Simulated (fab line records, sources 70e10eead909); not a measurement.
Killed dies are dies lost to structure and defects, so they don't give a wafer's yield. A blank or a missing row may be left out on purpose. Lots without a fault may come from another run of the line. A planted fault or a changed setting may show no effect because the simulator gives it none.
fab line records | flow nand_harc
record lots=14 wafers=40 last_day=24
route steps=1159 shown A_WL_FILL@815 A_CONTACT@840
lots that met no fault: from a run of the same line without faults
start_h: hours from the record's first day to the start of the lot's first wafer shown | wait_h: hours since the lot's step before | " the same as in the row above | L1.1+2: a row that stands for several wafers | - no value, or no start given | * or withheld: withheld | < > ~ a bound
route shown NAME@n: a module of which the file shows steps, and the number in the route of the first | usual: mean/standard deviation of fault-free wafers | same: alike in all rows | chamber/n: place in a boat | sites: the reading at each site | _std_site: their standard deviation | _edge_site: outer sites' mean less inner sites' | radius_mm: how far each site lies from the wafer's centre | mask NAME#n: copy n | behind: the tool/chamber that last shaped the wafer | hold: why the lot was held/for how many hours/how that ended | device: the transistor (n, p or np) that didn't switch | end of line: the same wafers' tests at the end of the route | a step without rows: its recipe alone | killed: dies lost to structure and defects at the first sort, not the wafer's yield | map: a wafer's dies, x killed, . not, _ none there
set.NAME: the setting as run; set.NAME@STEP: as run at that earlier step | model.NAME: the simulator's own value behind a step, which no gauge read
steps of the route over a sample of lots; a table a step, a row a wafer
services: from which hour (start_h, from the record's first day; less than 0 if before it) a tool's chamber was out of use, for how many hours, and why
## steps
# step NHARC_A_WL_FILL_ETCHBACK_05
# recipe target_depth_a=220 time_s=60 temp_c=40 chemistry=Cl2/BCl3
# usual drypump_motor_current_A=5.8/0.44 oes_product_au=0.989/0.0088 run_length_s=81.0/0.35
# columns lot.wafer tool chamber start_h wait_h drypump_motor_current_A oes_product_au rf_hours_counter_h run_length_s
L362.1 rie_metal-03 0 335.97 0.2 5.0 0.987 1.6 80.3
L362.3 " 1 " " 5.6 0.989 - 80.9
L362.5 " 0 " " 5.0 0.990 - 80.4
L367.2 rie_metal-01 1 355.69 0.2 6.0 0.994 0.6 80.5
L367.3 " 0 " " 5.7 0.999 - 80.3
L367.6 " 0 " " 5.7 1.007 - 81.0
L363.1 rie_metal-02 1 357.31 0.2 5.8 0.994 4.4 81.4
L363.4 " 0 " " 6.3 0.985 - 81.3
L363.6 " 0 " " 6.3 0.984 - 81.0
L365.3 rie_metal-01 1 358.50 0.1 6.0 0.999 - 80.6
L365.4 " 0 " " 5.7 1.010 - 80.6
L365.6 " 1 " " 6.0 0.989 - 80.7
L368.1 rie_metal-02 1 362.97 0.2 5.8 1.005 4.6 81.4
L368.3 " 1 " " 5.8 0.999 - 81.3
L368.5 " 0 " " 6.3 0.996 - 80.9
L370.2 rie_metal-02 1 380.68 0.2 5.8 0.989 5.4 81.3
L370.3 " 1 " " 5.7 1.001 - 81.3
L370.5 " 0 " " 6.3 0.986 - 81.4
L372.2 rie_metal-02 0 413.06 0.2 6.3 0.984 0.7 81.2
L372.3 " 0 " " 6.4 0.986 - 81.1
L373.1 rie_metal-03 0 416.59 0.4 4.9 0.978 4.3 81.1
L373.3 " 0 " " 4.9 0.989 - 80.8
L375.1 rie_metal-02 1 426.52 0.2 5.8 0.994 1.4 81.0
L375.2 " 0 " " 6.4 0.986 1.4 81.5
L375.6 " 1 " " 5.7 0.988 - 81.6
L379.1 rie_metal-02 1 431.40 0.2 5.8 0.990 1.7 81.1
L379.3 " 1 " " 5.8 0.977 - 81.5
L379.4 " 0 " " 6.3 0.988 - 80.8
L381.3 rie_metal-02 0 434.29 0.1 6.3 0.970 - 81.0
L381.4 " 1 " " 5.7 0.981 - 81.1
L381.5 " 0 " " 6.3 0.980 - 81.3
L384.1 rie_metal-02 0 459.20 0.2 6.3 0.983 2.8 81.4
L384.3 " 0 " " 6.3 0.980 - 81.0
L384.4 " 1 " " 5.8 0.990 - 81.1
L383.2 rie_metal-01 0 460.47 0.2 5.7 0.996 1.8 80.3
L383.3 " 0 " " 5.7 0.995 - 80.3
L383.5 " 0 " " 5.7 0.999 - 80.8
L382.1 rie_metal-03 1 466.95 0.2 5.6 0.992 0.1 81.0
L382.4 " 0 " " 5.0 1.002 - 81.2
L382.5 " 1 " " 5.6 0.984 - 80.9
# step NHARC_A_WL_FILL_ETCHBACK_26
# recipe target_depth_a=520 time_s=13.3 hbr_flow_sccm=150 rf_w=350 icp_w=350 bias_w=60 chemistry=HBr
# usual bias_w=59.99/0.17 drypump_motor_current_A=5.68/0.26 oes_product_au=1.000/0.015 run_length_s=34.2/0.43 throttle_valve_pct=23.266/0.0095
# columns lot.wafer tool chamber start_h wait_h bias_w drypump_motor_current_A oes_product_au rf_hours_counter_h run_length_s throttle_valve_pct
L362.3 rie_si-03 1 356.88 0.4 60.17 5.72 0.999 0.2 34.5 23.261
L362.1 " 0 " " 60.16 6.31 1.012 0.1 34.6 23.266
L362.5 " 2 " " 60.21 5.62 0.996 - 34.2 23.258
L363.4 rie_si-05 0 372.36 0.4 59.88 5.35 0.995 0.8 34.3 23.274
L363.1 " 1 " " 60.01 5.78 0.968 1.0 33.5 23.260
L363.6 " 0 " " 59.78 5.32 0.994 - 34.6 23.288
L367.2 rie_si-01 2 372.36 0.4 60.05 5.81 1.009 0.4 34.6 23.267
L367.3 " 3 " " 60.06 5.54 0.989 0.4 33.9 23.258
L367.6 " 2 " " 60.04 5.83 1.017 - 34.7 23.262
L368.3 rie_si-05 0 375.32 0.4 59.91 5.32 1.003 0.9 34.2 23.273
L368.1 " 1 " " 59.99 5.76 0.964 1.0 33.7 23.266
L368.5 " 0 " " 59.96 5.31 1.002 - 34.1 23.239
L365.4 rie_si-01 2 375.32 0.4 60.21 5.86 1.008 0.5 35.0 23.252
L365.3 " 3 " " 60.05 5.56 0.985 0.5 33.6 23.269
L365.6 " 3 " " 60.37 5.56 0.989 - 33.6 23.283
L370.3 rie_si-05 0 397.22 0.4 60.12 5.35 1.014 1.0 34.2 23.270
L370.2 " 2 " " 60.07 5.31 0.999 0.9 34.7 23.267
L370.5 " 1 " " 60.10 5.75 0.970 - 33.5 23.258
L372.2 rie_si-05 1 428.61 0.4 60.06 5.75 0.999 0.1 33.8 23.268
L372.3 " 2 " " - 5.29 1.001 0.0 31.2 23.269
L373.1 rie_si-05 0 436.38 0.4 60.12 5.33 0.994 0.1 35.0 23.258
L373.3 " 2 " " - 5.30 0.993 0.1 31.3 23.269
L375.2 rie_si-03 2 442.19 0.4 59.78 5.63 0.994 0.8 34.3 23.265
L375.1 " 1 " " 60.23 5.78 1.008 0.8 33.7 23.244
L375.6 " 3 " " 60.03 5.66 1.005 - 34.5 23.279
L379.4 rie_si-03 0 447.29 0.4 60.14 6.29 1.034 0.9 34.5 23.252
L379.1 " 2 " " 59.69 5.61 1.011 0.9 34.3 23.241
L379.3 " 3 " " 59.64 5.62 1.011 0.9 34.5 23.260
L381.3 rie_si-01 2 447.30 0.4 59.89 5.86 1.022 1.0 34.7 23.268
L381.4 " 0 " " 59.93 5.91 0.992 1.1 34.0 23.275
L381.5 " 2 " " 59.92 5.84 1.004 - 34.6 23.256
L384.3 rie_si-03 3 474.66 0.4 59.77 5.64 0.998 1.0 34.3 23.261
L384.1 " 0 " " 59.92 6.29 1.033 1.1 34.4 23.268
L384.4 " 2 " " 60.14 5.60 1.008 1.0 34.1 23.249
L383.2 rie_si-01 0 474.67 0.4 60.21 5.90 0.997 1.1 33.9 23.280
L383.3 " 1 " " 59.83 5.55 0.976 1.2 34.0 23.258
L383.5 " 3 " " 59.83 5.56 0.989 - 34.0 23.257
L382.1 rie_si-03 0 483.12 0.4 59.95 6.31 1.015 1.1 34.8 23.271
L382.4 " 1 " " 59.85 5.75 1.006 1.1 34.1 23.259
L382.5 " 2 " " 59.72 5.61 1.002 - 34.3 23.272
# step NHARC_A_CONTACT_DEP_24
# recipe target_thk_a=5000 temp_c=400 pressure_torr=6.5 rf_w=900 teos_flow_sccm=161.4 flow_sccm=2650 target_thk_nm=500 gas=O2 material=SiO2
# usual heater_power_w=546/82 throttle_valve_pct=15.9/0.67
# columns lot.wafer tool chamber start_h wait_h heater_power_w throttle_valve_pct
L362.3 pecvd-03 1 367.80 0.1 680 16.9
L362.1 " 2 " " 490 15.8
L362.5 " 1 " " 535 16.7
L363.1 pecvd-03 0 378.40 0.1 454 16.5
L363.6 " 2 " " 598 16.3
L363.4 " 0 " " 483 16.6
L367.3 pecvd-02 0 378.47 0.1 429 15.7
L367.2 " 2 " " 536 15.7
L367.6 " 0 " " 465 15.7
L368.3 pecvd-03 1 386.37 0.1 609 16.7
L368.1 " 2 " " 641 15.9
L368.5 " 0 " " 506 16.7
L365.3 pecvd-02 0 390.64 0.1 441 15.7
L365.4 " 0 " " 482 15.6
L365.6 " 1 " " 381 14.5
L370.2 pecvd-02 1 403.80 0.1 415 14.6
L370.3 " 2 " " 465 15.7
L370.5 " 1 " " 314 14.9
L372.3 pecvd-03 1 437.18 0.1 687 16.6
L372.2 " 2 " " 559 16.3
L373.1 pecvd-03 2 443.37 0.1 550 16.3
L373.3 " 0 " " 431 17.0
L375.2 pecvd-04 2 448.36 0.1 511 15.6
L375.1 " 0 " " 545 15.2
L375.6 " 1 " " 637 14.9
L381.3 pecvd-03 1 456.96 0.1 677 16.8
L381.5 " 0 " " 487 16.9
L381.4 " 1 " " 529 16.6
L379.1 pecvd-03 2 458.28 0.1 626 16.1
L379.3 " 0 " " 467 16.5
L379.4 " 1 " " 513 16.5
L383.3 pecvd-04 1 480.80 0.1 624 15.1
L383.2 " 2 " " 479 15.5
L383.5 " 1 " " 655 14.8
L384.1 pecvd-02 2 485.07 0.1 526 16.1
L384.3 " 0 " " 472 15.7
L384.4 " 0 " " 494 16.1
L382.1 pecvd-03 1 495.35 0.2 611 16.3
L382.5 " 0 " " 502 15.5
L382.4 " 1 " " 632 16.3
# step NHARC_A_CONTACT_DEP_28
# recipe target_thk_a=36000 temp_c=400 material=aC
# usual throttle_valve_pct=35.000/0.0096
# columns lot.wafer tool chamber start_h wait_h throttle_valve_pct
L362.1 acl_dep-02 0 368.34 0.1 35.010
L362.3 " 0 " " 35.003
L362.5 " 0 " " 34.997
L363.1 acl_dep-02 0 378.95 0.1 34.986
L363.4 " 0 380.06 1.2 35.003
L363.6 " 0 " " 34.983
L367.2 acl_dep-03 0 379.75 0.7 34.996
L367.3 " 0 " " 35.003
L367.6 " 0 381.25 2.2 34.999
L368.1 acl_dep-02 0 387.33 0.5 35.003
L368.3 " 0 " " 35.007
L368.5 " 0 " " 34.997
L365.3 acl_dep-02 0 392.16 1.0 34.988
L365.4 " 0 " " 35.002
L365.6 " 0 " " 35.004
L370.2 acl_dep-02 0 407.20 2.8 35.013
L370.3 " 0 " " 34.992
L370.5 " 0 " " 34.987
L372.2 acl_dep-03 0 438.09 0.4 34.987
L372.3 " 0 " " 35.004
L373.1 acl_dep-02 0 444.94 1.1 35.008
L373.3 " 0 " " 34.994
L375.1 acl_dep-01 0 451.11 2.2 34.997
L375.2 " 0 " " 35.019
L375.6 " 0 452.93 4.0 34.987
L381.3 acl_dep-03 0 461.04 3.6 34.994
L381.4 " 0 " " 35.004
L381.5 " 0 " " 35.001
L379.1 acl_dep-02 0 462.34 3.6 35.001
L379.3 " 0 " " 34.993
L379.4 " 0 " " 34.994
L383.2 acl_dep-03 0 485.83 4.5 35.021
L383.3 " 0 " " 35.002
L383.5 " 0 " " 35.009
L384.1 acl_dep-03 0 489.52 4.0 34.999
L384.3 " 0 " " 35.002
L384.4 " 0 " " 35.008
L382.1 acl_dep-01 0 495.83 0.1 35.007
L382.4 " 0 496.93 1.1 35.013
L382.5 " 0 " " 34.996
## services
# columns tool chamber start_h hours kind
pecvd-02 - 313.66 1.3 repair
pecvd-02 - 315.94 1.2 repair
pecvd-03 2 323.62 6.0 repair
rie_metal-01 - 332.00 9.0 pm
rie_si-03 - 332.00 9.0 pm
pecvd-02 - 334.00 13.0 pm
pecvd-03 0 350.21 9.9 repair
acl_dep-02 - 352.91 13.0 pm
rie_metal-01 - 363.84 76.9 repair
pecvd-04 - 376.27 13.0 pm
rie_si-03 3 381.73 6.6 repair
rie_metal-02 - 388.00 9.0 pm
rie_metal-02 0 388.00 9.0 vent_cycle
acl_dep-03 - 405.44 13.0 pm
rie_metal-03 1 414.50 14.0 repair
rie_si-05 - 416.00 9.0 pm
pecvd-02 1 419.08 12.6 repair
pecvd-03 1 423.89 2.6 repair
rie_metal-03 - 453.00 9.0 pm
pecvd-04 0 466.14 5.1 repair
pecvd-03 - 473.00 13.0 pm
acl_dep-01 - 478.87 13.0 pm
rie_si-01 2 479.97 1.6 repair
rie_si-01 - 481.00 9.0 pm
## key
first_sign step=NHARC_A_WL_FILL_ETCHBACK_26 reading=run_length_s direction=down sigmas=7 usual=* struck=*
effect none on later readings
met_at NHARC_A_WL_FILL_ETCHBACK_26
struck_lots L372,L373
struck_wafers L372.3,L373.3
sort_left_out L372.3,L373.3
tester_left_out L372,L373
not_acting_at NHARC_A_WL_FILL_ETCHBACK_05,NHARC_A_CONTACT_DEP_24,NHARC_A_CONTACT_DEP_28
onset_between 397.22 428.61
fault kind=process_parameter_drift tool=rie_si-05 chamber=- onset_h=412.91 steps=NHARC_A_WL_FILL_ETCHBACK_26 channel=time_s offset=* shape=step end_h=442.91 scope=struck_wafers_only acts_in=* stated=*
# tester_left_out: of these lots the tester's yield and bins aren't shown, on N5 and GAA mostly nor the transistor test; their killed dies are dies lost to structure and defects alone, not to doping, threshold or leakage, so they don't give the yield
# sort_left_out: the simulated sort isn't trusted on such a fault, so these wafers' sort isn't shown, and their yield isn't known
